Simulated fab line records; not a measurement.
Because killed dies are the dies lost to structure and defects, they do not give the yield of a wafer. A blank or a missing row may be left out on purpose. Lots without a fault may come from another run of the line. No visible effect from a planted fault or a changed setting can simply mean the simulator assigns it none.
Chamber matching | flow n5-finfet | 4 sister chambers for N5_BEOL_M9_CMP_52 on cmp-02
The step polishes, stops on SiCOH lowk, t overpolish 7 s, target thk 140 nm. 8 wafers are shown with their chamber, then 8 later ones without.

## WAFERS PAIRED WITH THEIR CHAMBERS
wafer  | chamber | motor-current-A (A) | retaining-ring-pressure-frac
L075.2 | 1       | 5.8                 | 1.004
L075.3 | 2       | 5.4                 | 1.007
L082.2 | 2       | 5.5                 | 1.001
L082.4 | 3       | 5.8                 | 0.999
L083.3 | 0       | 6.4                 | 1.003
L083.4 | 1       | 5.5                 | 1.003
L083.5 | 0       | 6.2                 | 0.997
L085.2 | 3       | 6.0                 | 0.998

## WAFERS WITHOUT THEIR CHAMBER
wafer  | motor-current-A (A) | retaining-ring-pressure-frac
L085.4 | 5.9                 | 1.008
L085.5 | 5.8                 | 1.002
L090.2 | 5.6                 | 1.002
L090.3 | 5.5                 | 1.011
L090.5 | 5.5                 | 1.006
L088.1 | 6.0                 | 1.003
L088.4 | 5.5                 | 0.989
L088.5 | 5.7                 | 1.003

## EACH ONE'S CHAMBER
wafer  | from the rows above               | in truth
L085.4 | can't be placed: 1 or 3 or 2 or 0 | 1
L085.5 | can't be placed: 1 or 3 or 2      | 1
L090.2 | can't be placed: 1 or 2 or 3      | 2
L090.3 | can't be placed: 2 or 1           | 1
L090.5 | can't be placed: 2 or 1           | 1
L088.1 | can't be placed: 3 or 0 or 1      | 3
L088.4 | can't be placed: 3 or 1 or 2      | 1
L088.5 | can't be placed: 1 or 2 or 3      | 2
0 of 8 placed correctly. These rows do not allow placing 8 (true chamber among the candidates in 8). 0 placed wrongly.
How it was worked out, from the rows above alone: a wafer's distance from a chamber is the root of the sum, over the readings, of the square of ((its reading less the chamber's mean) divided by the reading's scatter). The wafer belongs to the nearest chamber; if the next one is less than 2 further off, it can't be placed. A chamber's mean is the mean of its shown wafers. The scatter: the root of (the sum of the squares of (reading less its chamber's mean) over the shown wafers, divided by (wafers less chambers)).
